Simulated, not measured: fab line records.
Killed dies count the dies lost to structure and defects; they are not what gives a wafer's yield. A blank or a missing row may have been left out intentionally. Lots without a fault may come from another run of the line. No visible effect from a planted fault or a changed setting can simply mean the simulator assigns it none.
Which tool is to blame? -- flow nand harc -- 6 lots, 18 wafers sampled, at 2 steps of a route of 1302

WHAT THE GAUGES READ, wafer by wafer
NHARC_A_DECK1_JOINT_THK_MEAS_17: measures by ellipsometry.
lot,measured,on,thk nm (nm)
L114,day 13 17:16,film metro-02,45.1 45.9 45.8
L120,day 15 17:43,film metro-02,43.7 44.5 45.3
L121,day 16 21:35,film metro-01,44.5 45.4 46.0
L124,day 18 01:07,film metro-02,44.8 44.1 43.9
L130,day 20 04:33,film metro-02,43.3 42.9 44.8
L134,day 22 03:46,film metro-01,43.9 45.6 44.4

WHICH TOOL RAN EACH LOT (tool, then ch and the chambers of the sampled wafers, then the start)
lot,NHARC_A_DECK1_JOINT_DEP_16
L114,"pecvd-03 ch 0,2, day 13 17:01"
L120,"pecvd-04 ch 0,1, day 15 17:23"
L121,"pecvd-03 ch 0,1,2, day 16 21:23"
L124,"pecvd-01 ch 0,1,2, day 18 00:50"
L130,"pecvd-03 ch 0,2, day 20 04:18"
L134,"pecvd-03 ch 0,1,2, day 22 03:29"
- NHARC_A_DECK1_JOINT_DEP_16: deposits SiO2, target thk 45 nm.

THE ANSWER, worked out from the rows above alone
Rule: what is usual is taken from the lots themselves. Put in order of their means at a reading, lots are off if they are a third of the lots or fewer, leave a main group of 4 or more, and stand apart from it by a gap of 3 or more times the standard deviation of the main group's means; of several such gaps the widest counts. A main group whose means are all the same, to the digits that the tables above print for the reading, isn't used. A lot without any number at a reading at which 4 lots or more have one is off too. Where the step has rows for the other lots, those lots are counted as sound.
None of the lots is off at any reading shown; this tells nothing.

WHAT WAS PUT IN BY THE SIMULATOR
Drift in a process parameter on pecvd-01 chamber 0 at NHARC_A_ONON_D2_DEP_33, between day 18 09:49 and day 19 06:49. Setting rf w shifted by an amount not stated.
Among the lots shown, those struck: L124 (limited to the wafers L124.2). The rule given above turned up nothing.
